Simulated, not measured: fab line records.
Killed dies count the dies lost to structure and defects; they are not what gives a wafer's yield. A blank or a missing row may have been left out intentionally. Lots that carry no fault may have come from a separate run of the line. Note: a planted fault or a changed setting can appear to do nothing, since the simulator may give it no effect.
Struck lot and sound lot, side by side || flow nandHarc || 40 steps out of a route of 1159
Sound: the wafers L768.2, L768.4, L768.6. Wafers struck: L785.1, L785.2, L785.3. The cause is given at the end.
Order at every step that has rows: each side's tool, ch and its chambers, its first start. Under that, the readings that differ: sound wafers || struck wafers || difference of the means || sigmas: that difference in standard deviations of wafers without a fault.
alike: a reading whose means differ by less than 2 such deviations, as well as words and numbers matching on both sides. not compared: withheld readings; readings where some wafer has no value; bounds like >300 that might hide an equal value; numbers whose values overlap and for which the record gives no deviation.
The two part at a step that has a row with sigmas, a row that says differs or no value, or rows on one side only. When numbers do not overlap yet have no deviation, they are printed without sigmas and do not part them. A reading missing from all wafers of one side parts the sides only when that side holds two or more wafers.

NHARC_A_CONTACT_OVL_MEAS_09:
  sound on overlay-01 at day 18 02:52; struck on overlay-02 at day 22 08:41
  alike: overlayXNm, overlayYNm
NHARC_A_CONTACT_INSPECT_10:
  sound on defectInspect-01 at day 18 02:54; struck on defectInspect-02 at day 22 08:43
{"reading": "rawDefectCount", "sound": "10 9 10", "struck": "44 36 35", "difference": "+29", "sigmas": "+2"}
NHARC_A_CONTACT_DESCUM_13: chemistry O2, time 3 s.
  sound on rieDiel-03 ch 0,1,3, day 18 02:58; struck on rieDiel-10 ch 1,2,3, day 22 08:47
  alike: drypumpMotorCurrentA, oesProductAu, rfVppV, showerheadPlenumPTorr, throttleValvePct
  not compared: rfHoursCounterH
then, 2 steps without rows for these wafers: NHARC_A_CONTACT_ETCH_88 (etches the open film in CF4, target depth 39 nm, time 65 s); NHARC_A_CONTACT_ETCH_89 (etches the open film in N2/H2, target depth 260 nm, time 475.3 s).
NHARC_A_CONTACT_ETCH_30: etches the open film in CF4/CHF3, target depth 60.5 nm, time 30.2 s.
  sound on rieDiel-03 ch 2,3; struck on rieDiel-10 ch 0,1,2
  alike: cf4FlowSccm, drypumpMotorCurrentA, oesProductAu, rfVppV, showerheadPlenumPTorr, throttleValvePct
  not compared: rfHoursCounterH
then, 4 steps without rows for these wafers: NHARC_A_CONTACT_ETCH_31 (etches the open film in O2/COS, target depth 2000 nm, time 520 s); NHARC_A_CONTACT_ETCH_134 (etches the open film in C4F8/O2/Ar, time 140 s, target depth 700 nm); NHARC_A_CONTACT_ETCH_135 (etches the open film in C4F8/O2/Ar, time 132 s, target depth 1287 nm); NHARC_A_CONTACT_ETCH_136 (etches the open film in C4F8/O2/Ar, time 132 s, target depth 1287 nm).
NHARC_A_CONTACT_ETCH_137: etches the open film in C4F8/O2/Ar, time 132 s, target depth 1287 nm.
  sound on harCapEtch-03 ch 1, day 18 04:24; struck on harCapEtch-02 ch 0,1, day 22 12:59
  not compared: rfHoursCounterH
then, 1 step without rows for these wafers: NHARC_A_CONTACT_ETCH_138 (etches the open film in C4F8/O2/Ar, time 132 s, target depth 1289 nm).
NHARC_A_CONTACT_ETCH_139: etches the open film in C4F8/O2/Ar, time 137 s, target depth 590 nm.
  sound on harCapEtch-03 ch 1, day 18 04:38; struck on harCapEtch-02 ch 0,1, day 22 13:14
  not compared: rfHoursCounterH
then, 2 steps without rows for these wafers: NHARC_A_CONTACT_ETCH_92 (etches the open film in CH3F/O2, target depth 40 nm, time 85.7 s); NHARC_A_CONTACT_ETCH_98 (etches the open film in C4F6/O2, target depth 20 nm, time 10 s).
NHARC_A_CONTACT_CD_MEAS_15:
  sound on cdSem-01 at day 18 05:17; struck on cdSem-01 at day 22 14:13
  alike: cdNm
then, 3 steps without rows for these wafers: NHARC_A_CONTACT_STRIP_107 (strips in N2/H2); NHARC_A_CONTACT_STRIP_108 (strips in CF4/CHF3); NHARC_A_CONTACT_STRIP_109 (strips in O2/COS).
NHARC_A_CONTACT_ETCH_110: etches the open film in CF4/O2, target depth 50 nm, overetch 5 nm, time 27.5 s.
  sound on rieDiel-06 ch 1,3, day 18 05:35; struck on rieDiel-03 ch 1,2,3, day 22 14:31
  alike: cf4FlowSccm, drypumpMotorCurrentA, oesProductAu, rfVppV, showerheadPlenumPTorr, throttleValvePct
  not compared: rfHoursCounterH
then, 3 steps without rows for these wafers: NHARC_A_CONTACT_STRIP_26 (strips in O2); NHARC_A_CONTACT_STRIP_27 (strips in post etch residue remover, time 600 s); NHARC_A_CONTACT_ALD_18 (deposits TiN, target thk 3 nm, pulse time 1 s, ald cycles 150).
NHARC_A_CONTACT_CVD_19: deposits W, target thk 300 nm, time 802 s.
  sound on cvdW-02 ch 0,1; struck on cvdW-01 ch 0,1
  alike: heaterPowerW, susceptorTempC, throttleValvePct
then, 12 steps without rows for these wafers: NHARC_A_CONTACT_CMP_20 (polishes, t overpolish 30 s, target thk 300 nm); NHARC_A_CONTACT_SRD_22; NHARC_A_BLC_DEHYDRATE_00 (time 120 s); NHARC_A_BLC_HMDS_01 (time 30 s); NHARC_A_BLC_COAT_02 (time 75 s); NHARC_A_BLC_COAT_03 (time 65 s); NHARC_A_BLC_COAT_04 (resist thk 90 nm); NHARC_A_BLC_SOFTBAKE_05 (time 55 s); NHARC_A_BLC_EBR_06; NHARC_A_BLC_EXPOSE_07 (exposes mask A BLC, target cd 100 nm); NHARC_A_BLC_PEB_08 (peb time 65 s); NHARC_A_BLC_DEVELOP_09 (develop time 35 s).
NHARC_A_BLC_CD_MEAS_10: target cd 100 nm.
  sound on cdSem-03 ch 0, day 18 08:13; struck on cdSem-03 ch 0, day 22 17:02
  alike: cdNm
NHARC_A_BLC_OVL_MEAS_11:
  sound on overlay-02 at day 18 08:19; struck on overlay-01 at day 22 17:08
  alike: overlayXNm, overlayYNm
then, 1 step without rows for these wafers: NHARC_A_BLC_DESCUM_15 (chemistry O2, time 3 s).
-- jump in the record: it breaks off in module A_BLC and resumes in module END (first step shown: number 1159 of the route), and 2 days separate the struck wafers' starts before and after --
NHARC_END_SORT_01:
  sound on prober-02 ch 0, day 21 05:16; struck on prober-01 ch 0, day 25 00:40
{"reading": "killedAtArray", "sound": "17 11 13", "struck": "92 108 127", "difference": "+95", "sigmas": "+9"}
{"reading": "killedDies", "sound": "21 15 17", "struck": "94 111 130", "difference": "+94", "sigmas": "+8"}
  alike: killedAtOther, killedAtPeriphery, killedOpen, killedShort

== WHERE THEY PART ==
At NHARC_A_CONTACT_INSPECT_10 first; at NHARC_END_SORT_01 last (within this record only).

WHY: the cause the simulator had injected
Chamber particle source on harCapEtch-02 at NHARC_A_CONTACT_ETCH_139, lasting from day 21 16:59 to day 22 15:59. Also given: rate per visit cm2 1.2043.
